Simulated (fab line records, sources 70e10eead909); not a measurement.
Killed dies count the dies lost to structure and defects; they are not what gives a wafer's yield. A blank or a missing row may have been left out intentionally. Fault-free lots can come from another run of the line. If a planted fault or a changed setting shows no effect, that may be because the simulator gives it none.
One fault seen from 2 desks | flow nand_harc | each desk has only its own numbers; what lay behind them comes last

AT THE TOOL OWNER'S DESK: arfi_scanner-03
The tool's own readings at NHARC_P_M2_EXPOSE_06 (exposes mask P M2, target cd 170 nm): means of the sampled wafers that have a number, for each lot that ran on this tool. A lot is out of limits, marked OUT, if its mean lies more than 4 standard deviations from the usual mean; the brackets give that distance.
Columns: A = exposure_dose_mJ_cm2 at NHARC_P_M2_EXPOSE_06, usual 80.78
lot  | first seen here | A
L697 | day 6 14:23     | 80.63
L695 | day 6 15:47     | 80.78
L699 | day 7 01:24     | 80.86
L701 | day 7 15:33     | 80.79
L710 | day 10 06:11    | 78.26 (-28) OUT
This desk's verdict: out of limits on L710, starting with L710 at day 10 06:11 (exposure_dose_mJ_cm2 at NHARC_P_M2_EXPOSE_06). L697, L695, L699, L701: within limits.

METROLOGY DESK
What the gauges read for every lot (on any tool): the sampled wafers with a number, averaged. A lot is out of limits, marked OUT, if its mean lies more than 4 standard deviations from the usual mean; the brackets give that distance.
Columns: A = cd_nm at NHARC_P_M2_CD_MEAS_09, usual 169.7 nm
lot  | first seen here | A
L697 | day 6 14:31     | 170.6
L696 | day 6 15:31     | 169.2
L695 | day 6 15:55     | 168.7
L698 | day 7 01:12     | 170.0
L699 | day 7 01:32     | 170.3
L700 | day 7 08:48     | 168.6
L701 | day 7 15:41     | 169.6
L710 | day 10 06:19    | 176.0 (+7.3) OUT
L714 | day 10 20:50    | 170.4
L717 | day 11 13:43    | 169.9
L718 | day 11 18:55    | 168.0
This desk's verdict: out of limits on L710, starting with L710 at day 10 06:19 (cd_nm at NHARC_P_M2_CD_MEAS_09). L697, L696, L695, L698, L699, L700, L701, L714, L717, L718: within limits.

PUT TOGETHER
An alarm could have come from the tool owner's desk at day 10 06:11, on L710.
Metrology desk: alarm possible at day 10 06:19 on L710.
NHARC_P_M2_EXPOSE_06 was run on arfi_scanner-03 by each of the lots named.

WHAT THE SIMULATOR HAD PUT IN
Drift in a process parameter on arfi_scanner-03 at NHARC_P_M2_EXPOSE_06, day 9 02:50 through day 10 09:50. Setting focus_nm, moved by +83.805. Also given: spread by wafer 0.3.
Shown lots that were struck: L710.
Fault start to first reading out of limits, in hours, per desk: tool owner, 27; metrology, 27.
